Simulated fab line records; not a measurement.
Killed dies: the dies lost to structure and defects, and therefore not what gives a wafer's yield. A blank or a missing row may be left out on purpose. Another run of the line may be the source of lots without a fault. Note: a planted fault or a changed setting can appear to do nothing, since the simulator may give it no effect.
Chamber matching | flow n5-finfet | N5_BEOL_M0_SAQP_HM_DEP_111 on pecvd-03: 3 sister chambers
The step deposits SiO2 from SiH4/N2O, target thk 12 nm, time 7.2 s. 6 wafers are shown with their chamber, then 9 later ones without.

== WAFERS WITH THEIR CHAMBER ==
wafer  | chamber | showerhead-plenum-p-Torr (Torr) | heater-power-outer-w (W)
L085.1 | 2       | 8.38                            | 498
L092.2 | 1       | 7.98                            | 397
L092.6 | 2       | 8.37                            | 527
L093.2 | 0       | 7.97                            | 446
L093.3 | 1       | 7.98                            | 368
L093.5 | 0       | 7.95                            | 444

== WAFERS MISSING THEIR CHAMBER ==
wafer  | showerhead-plenum-p-Torr (Torr) | heater-power-outer-w (W)
L094.1 | 8.38                            | 550
L094.5 | 7.99                            | 404
L094.6 | 7.96                            | 388
L095.1 | 7.96                            | 455
L095.2 | 7.98                            | 483
L095.5 | 8.36                            | 496
L096.2 | 7.98                            | 452
L096.4 | 8.38                            | 542
L096.6 | 7.99                            | 404

== WHICH CHAMBER EACH WENT THROUGH ==
wafer  | from the rows above     | in truth
L094.1 | 2                       | 2
L094.5 | 1                       | 1
L094.6 | can't be placed: 1 or 0 | 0
L095.1 | 0                       | 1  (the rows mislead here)
L095.2 | 0                       | 0
L095.5 | 2                       | 2
L096.2 | can't be placed: 0 or 1 | 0
L096.4 | 2                       | 2
L096.6 | 1                       | 1
Correctly placed: 6 of 9. Not placeable from these rows: 2 (in 2, the candidates include the true chamber). Number placed wrongly: 1.
How it was worked out, from the rows above alone: a wafer's distance from a chamber is the root of the sum, over the readings, of the square of ((its reading less the chamber's mean) divided by the reading's scatter). The wafer belongs to the nearest chamber; if the next one is less than 2 further off, it can't be placed. The mean given for a chamber averages the wafers shown for that chamber. The scatter is the square root of a quotient: the sum, over the shown wafers, of each reading's squared deviation from its chamber's mean, divided by wafers minus chambers.
